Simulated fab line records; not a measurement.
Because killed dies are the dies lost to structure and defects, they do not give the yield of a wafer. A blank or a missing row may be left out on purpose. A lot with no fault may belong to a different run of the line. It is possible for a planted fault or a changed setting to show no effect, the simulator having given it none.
Split-lot experiment ; flow n5 finfet ; 39 wafers read across 7 lots, on a route 1938 steps long

== ABOUT THE SPLIT ==
At N5_FIN_SAQP_SPACER1_ALD_24 (deposits SiO2, target thk 20.3 nm, pulse time 1 s, purge time 2 s), the setting ald cycles was moved away from the recipe's 218 on 12 of the 39 wafers read, by +5.0% to +17.0%. The other wafers ran this setting at the recipe's value.

== FROM THE SPLIT TO THE READING: what the file shows between them, 2 steps ==
- N5_FIN_SAQP_SPACER1_ETCHBACK_25: etches SiO2 in CHF3/O2, target depth 24.4 nm, time 12.2 s
- N5_FIN_SAQP_MANDREL1_REMOVE_56: chemistry HBr/Cl2/O2, target a-Si, stops on SiNx, bt time 10 s

== THE READING ==
cd nm, in nm, at N5_FIN_SAQP_CD_MEAS_27 (target cd 20 nm). Typical for fault-free wafers on this fab line: 20.30 nm, with standard deviation 0.25 nm.

wafer;tool, chamber at the split;ald cycles as run;against the recipe;cd nm, nm;against lot-mates on the recipe
L075.1;ald sin-02, 3,2,1;243;+11.5%;22.69;+2.43
L075.2;ald sin-02, 0;218;recipe;20.35;-
L075.3;ald sin-02, 3,2,1;243;+11.5%;22.22;+1.96
L075.4;ald sin-02, 3,2,1;243;+11.5%;22.42;+2.16
L075.5;ald sin-02, 1;218;recipe;20.22;-
L075.6;ald sin-02, 0;218;recipe;20.20;-
L078.1;ald sin-01, 0,3,2;218;recipe;20.54;-
L078.2;ald sin-01, 2,1;255;+17.0%;23.87;+3.76
L078.3;ald sin-01, 0,3,2;218;recipe;19.91;-
L078.4;ald sin-01, 2,1;255;+17.0%;23.88;+3.77
L078.5;ald sin-01, 0,3,2;218;recipe;19.88;-
L078.6;ald sin-01, 3;255;+17.0%;24.14;+4.03
L082.1;ald sin-02, 3;218;recipe;20.56;-
L082.2;ald sin-02, 0;218;recipe;20.09;-
L082.3;ald sin-02, 2,1,0;218;recipe;20.21;-
L082.4;ald sin-02, 2,1,0;218;recipe;20.33;-
L082.5;ald sin-02, 2,1,0;218;recipe;19.79;-
L082.6;ald sin-02, 3;218;recipe;19.88;-
L088.1;ald sin-01, 3,1,1;218;recipe;20.55;-
L088.2;ald sin-01, 0,2,2;230;+5.5%;21.56;+1.18
L088.3;ald sin-01, 3,1,1;218;recipe;19.95;-
L088.4;ald sin-01, 0,2,2;230;+5.5%;21.20;+0.82
L088.5;ald sin-01, 3,1,1;218;recipe;20.65;-
L088.6;ald sin-01, 0,2,2;230;+5.5%;21.25;+0.87
L090.1;ald sin-02, 0,1,1;218;recipe;20.00;-
L090.2;ald sin-02, 2,3,0;218;recipe;20.56;-
L090.3;ald sin-02, 0,1,1;218;recipe;20.15;-
L090.4;ald sin-02, 2,3,0;218;recipe;20.26;-
L090.5;ald sin-02, 0,1,1;218;recipe;20.15;-
L090.6;ald sin-02, 2,3,0;218;recipe;20.21;-
L092.1;ald sin-04, 3,0;229;+5.0%;21.35;+0.98
L092.2;ald sin-04, 1;218;recipe;20.39;-
L092.3;ald sin-04, 2;218;recipe;20.57;-
L092.4;ald sin-04, 3,0;229;+5.0%;20.90;+0.53
L092.5;ald sin-04, 1;229;+5.0%;21.24;+0.87
L092.6;ald sin-04, 2;218;recipe;20.16;-
L094.2;ald sin-04, 0,2;218;recipe;20.32;-
L094.3;ald sin-04, 3;218;recipe;20.51;-
L094.6;ald sin-04, 0,2;218;recipe;20.15;-
When a row names more than one chamber, that row covers several wafers, and the file does not tell which wafer ran in which chamber.

THE FIT
A straight line over all 39 wafers: cd nm changes by +0.21 nm for each +1% of ald cycles; r = +0.98; the points scatter about the line by 0.24 nm.
The same after taking each lot's own level away (the mean of its wafers on the recipe; 39 wafers): +0.213 nm for each +1%; r = +0.98; scatter 0.25 nm.
That fit puts the effect of the largest move of ald cycles on the reading at 3.6 nm.
The span of the lots' own levels, 20.110 to 20.383 nm, comes to 1.1 times the standard deviation stated above.
The two slopes are in agreement: the lot-to-lot level therefore moves the slope only a little.
Check: for one of the wafers moved furthest among these (+17.0%), held out of the fit, the line's prediction against its lot-mates is +3.53 nm. It came out at +3.76 nm against them.

== OTHER SPLITS ON THESE WAFERS ==
Before the reading, these wafers also passed through other splits. Each is held against what the fit with the lots' levels taken away leaves over:
other split on the same wafers;wafers away from the commonest value;r with cd nm (lot level and that fit taken away)
N5_PMOS_HMC_CHANNEL_EPI_FIN_RECESS_16 time s;12;+0.05

== THE WHOLE CHAIN: every reading that the file lists as answering this split, in the file's order ==
step;what it does;reading;change (the file's fit);r (the file's)
N5_FIN_SAQP_SPACER1_ALD_24;deposits SiO2, target thk 20.3 nm, pulse time 1 s, purge time 2 s;SiO2_of_FIN_SAQP_SPACER1_ALD_24.thk nm (the simulator's own value, which no gauge read);+0.202 nm for each +1% of the setting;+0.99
N5_FIN_SAQP_MANDREL1_REMOVE_56;chemistry HBr/Cl2/O2, target a-Si, stops on SiNx, bt time 10 s;FIN_SAQP.cd nm (the simulator's own value, which no gauge read);+0.205 nm for each +1% of the setting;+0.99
N5_FIN_SAQP_CD_MEAS_27;target cd 20 nm;cd nm;+0.21 nm for each +1% of the setting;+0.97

== FILE'S OWN FIT ==
cd nm changes by +0.21 nm for each +1% of ald cycles, r = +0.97.
